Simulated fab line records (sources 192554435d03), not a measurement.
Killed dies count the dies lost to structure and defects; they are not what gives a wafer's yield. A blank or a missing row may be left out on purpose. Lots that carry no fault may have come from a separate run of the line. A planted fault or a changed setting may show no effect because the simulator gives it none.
One fault through the eyes of 2 desks | flow n5 finfet | numbers are kept per desk, each desk with only its own; the story behind them comes last

## AT THE TOOL OWNER'S DESK: rie diel-04
The tool's own readings at N5_BEOL_M1_ETCH_77 (etches underlayer in N2/H2, target depth 6.5 nm, time 5.2 s): means of the sampled wafers that have a number, for each lot that ran on this tool. Marked OUT: a lot whose mean sits more than 4 standard deviations from the usual mean, which makes it out of limits; the brackets give that distance.
Columns: A = drypump motor current A at N5_BEOL_M1_ETCH_77, usual 5.4 A; B = etch rf on time s at N5_BEOL_M1_ETCH_77, usual 5.21 s; C = oes product au at N5_BEOL_M1_ETCH_77, usual 0.64 a.u.; D = rf vpp V at N5_BEOL_M1_ETCH_77, usual 525.2 V; E = showerhead plenum p Torr at N5_BEOL_M1_ETCH_77, usual 2.59 Torr; F = throttle valve pct at N5_BEOL_M1_ETCH_77, usual 17.90 %
lot  | first seen here | A   | B              | C    | D     | E    | F
L189 | day 7 12:29     | 5.8 | 6.81 (+20) OUT | 0.54 | 521.4 | 2.47 | 17.88
L190 | day 7 13:39     | 5.8 | 6.12 (+11) OUT | 0.60 | 525.4 | 2.56 | 17.84
L194 | day 8 17:53     | 5.5 | 8.36 (+39) OUT | 0.50 | 523.6 | 2.53 | 17.80
L202 | day 11 01:04    | 5.9 | 5.25           | 0.74 | 524.8 | 2.58 | 17.87
L206 | day 11 23:55    | 5.8 | 5.23           | 0.67 | 523.2 | 2.55 | 17.84
This desk's finding: out of limits on L189, L190, L194; first on L189, day 7 12:29 (etch rf on time s at N5_BEOL_M1_ETCH_77). In limits: L202, L206.

## METROLOGY DESK
Lot by lot, what the gauges showed, no matter which tool ran the lot: averages of those sampled wafers that carry a number. Marked OUT: a lot whose mean sits more than 4 standard deviations from the usual mean, which makes it out of limits; the brackets give that distance. Shown here are 7 of its 10 readings, the ones lying furthest out on some lot.
Columns: A = DIBL_P at N5_BEOL_M4_RC_MEAS_101, usual 36.3 mV/V; B = IOFF_N at N5_BEOL_M4_RC_MEAS_101, usual 0.160 nA/um; C = IOFF_P at N5_BEOL_M4_RC_MEAS_101, usual 0.210 nA/um; D = ION_N at N5_BEOL_M4_RC_MEAS_101, usual 675 uA/um; E = ION_P at N5_BEOL_M4_RC_MEAS_101, usual 462 uA/um; F = VT_N at N5_BEOL_M4_RC_MEAS_101, usual 249.5 mV; G = VT_P at N5_BEOL_M4_RC_MEAS_101, usual -250.1 mV
lot  | first seen here | A    | B     | C     | D   | E   | F     | G
L189 | day 10 02:20    | 36.5 | 0.162 | 0.237 | 674 | 463 | 246.4 | -244.8
L190 | day 10 05:20    | 36.3 | 0.168 | 0.215 | 684 | 466 | 250.4 | -249.3
L194 | day 12 02:34    | 37.7 | 0.195 | 0.273 | 684 | 474 | 245.0 | -244.4
L200 | day 14 17:20    | 36.9 | 0.156 | 0.218 | 671 | 462 | 249.5 | -249.7
L204 | day 14 22:32    | 35.3 | 0.158 | 0.188 | 678 | 461 | 248.3 | -253.2
L202 | day 15 02:28    | 38.8 | 0.185 | 0.239 | 676 | 461 | 249.6 | -247.7
L203 | day 15 02:38    | 36.7 | 0.146 | 0.193 | 659 | 451 | 252.2 | -253.3
L205 | day 15 08:37    | 35.7 | 0.150 | 0.196 | 678 | 463 | 250.3 | -251.0
L206 | day 16 03:17    | 35.7 | 0.149 | 0.199 | 684 | 468 | 248.9 | -249.4
This desk's verdict: no lot among the 9 shows anything out of limits.

## BROUGHT TOGETHER
On L189, L190, L194, at day 7 12:29, an alarm was possible from the tool owner's desk.
From the metrology desk's view, nothing was out of limits.
The metrology desk holds a record of L189, L190, L194, inside its limits.
Of the lots named, all ran N5_BEOL_M1_ETCH_77 on rie diel-04.

## WHAT THE SIMULATOR HAD PUT IN
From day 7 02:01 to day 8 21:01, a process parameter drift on rie diel-04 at N5_BEOL_M1_ETCH_77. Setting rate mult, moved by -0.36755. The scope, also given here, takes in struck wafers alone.
Shown lots that were struck: L189, L190, L194.
Hours from the fault's start to each desk's first reading out of limits: the tool owner's desk, 10.
